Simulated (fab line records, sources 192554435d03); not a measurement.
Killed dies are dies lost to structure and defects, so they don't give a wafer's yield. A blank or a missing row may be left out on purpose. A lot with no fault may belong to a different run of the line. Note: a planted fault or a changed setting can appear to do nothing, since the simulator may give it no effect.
Which tool is to blame? + flow n5-finfet + 24 lots, 72 wafers sampled, at 4 steps of a route of 1938

== WHAT THE GAUGES SHOWED, per wafer ==
N5_BEOL_M0_SAQP_CD_MEAS_14: the cd target is 42.5 nm.
| lot  | measured     | on        | cd-nm (nm)     |
|------|--------------|-----------|----------------|
| L074 | day 5 13:39  | cd-sem-02 | 42.0 41.8 42.3 |
| L075 | day 5 18:04  | cd-sem-01 | 42.1 42.1 42.4 |
| L076 | day 5 21:52  | cd-sem-01 | 42.8 42.9 43.3 |
| L077 | day 6 07:01  | cd-sem-03 | 41.7 42.3 42.0 |
| L078 | day 6 12:55  | cd-sem-01 | 42.2 42.4 42.8 |
| L079 | day 6 21:01  | cd-sem-02 | 42.1 42.5 42.6 |
| L080 | day 7 07:54  | cd-sem-02 | 42.5 41.7 43.0 |
| L081 | day 7 05:01  | cd-sem-02 | 42.6 42.5 42.0 |
| L082 | day 7 15:40  | cd-sem-01 | 42.2 42.7 42.5 |
| L083 | day 7 17:54  | cd-sem-01 | 42.6 42.6 42.7 |
| L084 | day 8 00:26  | cd-sem-02 | 41.9 42.0 42.5 |
| L085 | day 8 07:45  | cd-sem-02 | 42.8 42.1 42.7 |
| L086 | day 8 11:51  | cd-sem-02 | 42.9 42.1 42.5 |
| L087 | day 8 19:44  | cd-sem-03 | 42.4 42.0 41.5 |
| L088 | day 8 23:04  | cd-sem-03 | 41.8 41.7 41.4 |
| L089 | day 9 04:03  | cd-sem-01 | 42.4 42.8 42.0 |
| L090 | day 9 07:09  | cd-sem-02 | 42.6 42.4 42.2 |
| L091 | day 9 14:38  | cd-sem-03 | 42.1 41.7 42.0 |
| L092 | day 9 19:29  | cd-sem-02 | 42.0 42.5 42.0 |
| L093 | day 10 03:41 | cd-sem-01 | 42.4 41.5 42.4 |
| L094 | day 10 08:04 | cd-sem-02 | 41.8 42.1 42.2 |
| L095 | day 10 11:59 | cd-sem-03 | 42.6 41.7 42.6 |
| L096 | day 10 23:55 | cd-sem-01 | 41.4 41.2 41.8 |
| L097 | day 11 09:04 | cd-sem-02 | 42.4 42.3 42.2 |

N5_BEOL_M0_SAQP_INSPECT_16: inspects for defects (brightfield).
| lot  | measured     | on                | raw-defect-count |
|------|--------------|-------------------|------------------|
| L074 | day 5 13:43  | defect-inspect-01 | 373 272 318      |
| L075 | day 5 18:07  | defect-inspect-01 | 407 359 544      |
| L076 | day 5 21:55  | defect-inspect-02 | 490 549 531      |
| L077 | day 6 07:04  | defect-inspect-01 | 358 329 391      |
| L078 | day 6 12:59  | defect-inspect-02 | 603 570 668      |
| L079 | day 6 21:04  | defect-inspect-01 | 453 621 406      |
| L080 | day 7 07:58  | defect-inspect-01 | 386 595 386      |
| L081 | day 7 05:04  | defect-inspect-01 | 831 824 805      |
| L082 | day 7 15:44  | defect-inspect-01 | 521 412 632      |
| L083 | day 7 17:57  | defect-inspect-01 | 462 340 433      |
| L084 | day 8 00:29  | defect-inspect-02 | 521 555 531      |
| L085 | day 8 07:48  | defect-inspect-02 | 394 350 652      |
| L086 | day 8 11:55  | defect-inspect-01 | 367 406 403      |
| L087 | day 8 19:47  | defect-inspect-01 | 464 484 506      |
| L088 | day 8 23:08  | defect-inspect-02 | 421 465 572      |
| L089 | day 9 04:06  | defect-inspect-02 | 366 479 457      |
| L090 | day 9 07:12  | defect-inspect-02 | 476 437 461      |
| L091 | day 9 14:42  | defect-inspect-02 | 511 631 436      |
| L092 | day 9 19:32  | defect-inspect-01 | 378 449 380      |
| L093 | day 10 03:44 | defect-inspect-01 | 510 603 500      |
| L094 | day 10 08:07 | defect-inspect-02 | 533 486 575      |
| L095 | day 10 12:03 | defect-inspect-01 | 382 309 541      |
| L096 | day 10 23:58 | defect-inspect-02 | 604 714 475      |
| L097 | day 11 09:07 | defect-inspect-01 | 588 365 366      |

== TOOL THAT RAN EACH LOT (tool first, then ch and the chambers of the sampled wafers, then the start) ==
| lot  | N5_MOL_CONTACT_COAG_PRE_CLEAN_141 | N5_MOL_CONTACT_COAG_ALD_131       |
|------|-----------------------------------|-----------------------------------|
| L074 | pvd-sputter-01, day 4 22:25       | ald-sin-02 ch 0,1,2, day 5 05:12  |
| L075 | pvd-sputter-02, day 5 02:03       | ald-sin-02 ch 2,3, day 5 08:53    |
| L076 | pvd-sputter-01, day 5 04:30       | ald-sin-03 ch 0,1,2, day 5 13:57  |
| L077 | pvd-sputter-02, day 5 13:43       | ald-sin-04 ch 1,2, day 5 22:13    |
| L078 | pvd-sputter-01, day 5 20:37       | ald-sin-03 ch 2,3, day 6 04:23    |
| L079 | pvd-sputter-01, day 6 04:49       | ald-sin-02 ch 0,3, day 6 13:57    |
| L080 | pvd-sputter-02, day 6 12:47       | ald-sin-02 ch 1,2,3, day 6 20:49  |
| L081 | pvd-sputter-01, day 6 13:02       | ald-sin-03 ch 2,3, day 6 20:27    |
| L082 | pvd-sputter-01, day 6 23:52       | ald-sin-02 ch 0,3, day 7 07:39    |
| L083 | pvd-sputter-01, day 7 00:42       | ald-sin-03 ch 0,1,2, day 7 08:26  |
| L084 | pvd-sputter-03, day 7 08:11       | ald-sin-02 ch 1,2,3, day 7 15:20  |
| L085 | pvd-sputter-02, day 7 15:28       | ald-sin-02 ch 1,2, day 8 00:14    |
| L086 | pvd-sputter-02, day 7 20:04       | ald-sin-02 ch 0,1,2, day 8 03:51  |
| L087 | pvd-sputter-03, day 8 00:34       | ald-sin-04 ch 0,1, day 8 10:34    |
| L088 | pvd-sputter-01, day 8 07:32       | ald-sin-02 ch 1,3, day 8 15:22    |
| L089 | pvd-sputter-03, day 8 11:43       | ald-sin-04 ch 1,2,3, day 8 19:44  |
| L090 | pvd-sputter-03, day 8 16:23       | ald-sin-02 ch 1,2,3, day 8 23:51  |
| L091 | pvd-sputter-02, day 8 23:28       | ald-sin-04 ch 1,3, day 9 06:31    |
| L092 | pvd-sputter-03, day 9 06:21       | ald-sin-03 ch 1,2, day 9 12:09    |
| L093 | pvd-sputter-02, day 9 12:21       | ald-sin-03 ch 1,2,3, day 9 19:40  |
| L094 | pvd-sputter-01, day 9 15:46       | ald-sin-02 ch 0,1,3, day 9 22:36  |
| L095 | pvd-sputter-03, day 9 22:42       | ald-sin-02 ch 1,2, day 10 04:49   |
| L096 | pvd-sputter-03, day 10 08:15      | ald-sin-02 ch 1,2,3, day 10 15:03 |
| L097 | pvd-sputter-01, day 10 15:40      | ald-sin-02 ch 0,2, day 10 23:10   |
- N5_MOL_CONTACT_COAG_PRE_CLEAN_141: time 60 s.
- N5_MOL_CONTACT_COAG_ALD_131: deposits SiO2, target thk 5 nm, pulse time 1 s, co reactant pulse time 1 s.

== AS READ BY THE TOOLS THEMSELVES (means over the sampled wafers that have a number; for cases with no such wafer, the mark the record gives instead) ==
N5_MOL_CONTACT_COAG_PRE_CLEAN_141.
| lot  | tool           | heater-power-w (W) |
|------|----------------|--------------------|
| L074 | pvd-sputter-01 | 428                |
| L075 | pvd-sputter-02 | 472                |
| L076 | pvd-sputter-01 | 434                |
| L077 | pvd-sputter-02 | 448                |
| L078 | pvd-sputter-01 | 431                |
| L079 | pvd-sputter-01 | 436                |
| L080 | pvd-sputter-02 | 458                |
| L081 | pvd-sputter-01 | 444                |
| L082 | pvd-sputter-01 | 453                |
| L083 | pvd-sputter-01 | 458                |
| L084 | pvd-sputter-03 | 464                |
| L085 | pvd-sputter-02 | 450                |
| L086 | pvd-sputter-02 | 452                |
| L087 | pvd-sputter-03 | 476                |
| L088 | pvd-sputter-01 | 451                |
| L089 | pvd-sputter-03 | 462                |
| L090 | pvd-sputter-03 | 472                |
| L091 | pvd-sputter-02 | 448                |
| L092 | pvd-sputter-03 | 479                |
| L093 | pvd-sputter-02 | 453                |
| L094 | pvd-sputter-01 | 431                |
| L095 | pvd-sputter-03 | 479                |
| L096 | pvd-sputter-03 | 479                |
| L097 | pvd-sputter-01 | 428                |

N5_MOL_CONTACT_COAG_ALD_131.
| lot  | tool       | heater-power-w (W) | precursor-pulse-height-rel |
|------|------------|--------------------|----------------------------|
| L074 | ald-sin-02 | 81                 | 0.984                      |
| L075 | ald-sin-02 | 76                 | 1.018                      |
| L076 | ald-sin-03 | 77                 | 1.004                      |
| L077 | ald-sin-04 | 90                 | 0.985                      |
| L078 | ald-sin-03 | 81                 | 1.004                      |
| L079 | ald-sin-02 | 76                 | 1.019                      |
| L080 | ald-sin-02 | 77                 | 0.990                      |
| L081 | ald-sin-03 | 81                 | 0.989                      |
| L082 | ald-sin-02 | 79                 | 1.004                      |
| L083 | ald-sin-03 | 77                 | 1.001                      |
| L084 | ald-sin-02 | 77                 | 0.971                      |
| L085 | ald-sin-02 | 82                 | 0.985                      |
| L086 | ald-sin-02 | 80                 | 0.990                      |
| L087 | ald-sin-04 | 81                 | 0.984                      |
| L088 | ald-sin-02 | 74                 | 0.990                      |
| L089 | ald-sin-04 | 83                 | 1.008                      |
| L090 | ald-sin-02 | 76                 | 0.985                      |
| L091 | ald-sin-04 | 82                 | 1.012                      |
| L092 | ald-sin-03 | 79                 | 0.997                      |
| L093 | ald-sin-03 | 78                 | 0.995                      |
| L094 | ald-sin-02 | 76                 | 1.005                      |
| L095 | ald-sin-02 | 78                 | 0.993                      |
| L096 | ald-sin-02 | 77                 | 1.012                      |
| L097 | ald-sin-02 | 82                 | 1.011                      |

== THE ANSWER, worked out from the rows above alone ==
Rule: usual is defined by the lots themselves. The widest of any qualifying gaps counts: lots, ordered by their means at a reading, are off when they make up no more than a third of the lots, leave a main group of 4 or more, and stand apart from it by 3 or more times the standard deviation of that group's means. If all means in a main group match to the digits the tables above print for the reading, that group is not used. A lot without any number at a reading at which 4 lots or more have one is off too. The other lots that the step has rows for count as sound. After the gauges, taken in route order, come the tools' own readings; for these a lot's mean is taken, as printed above. At the first step where some lot is off, the reading lying furthest off is the one used; lots without a number count as furthest.
Nothing can be told from this: no lot is off at any reading shown.

== WHAT HAD BEEN PUT IN BY THE SIMULATOR ==
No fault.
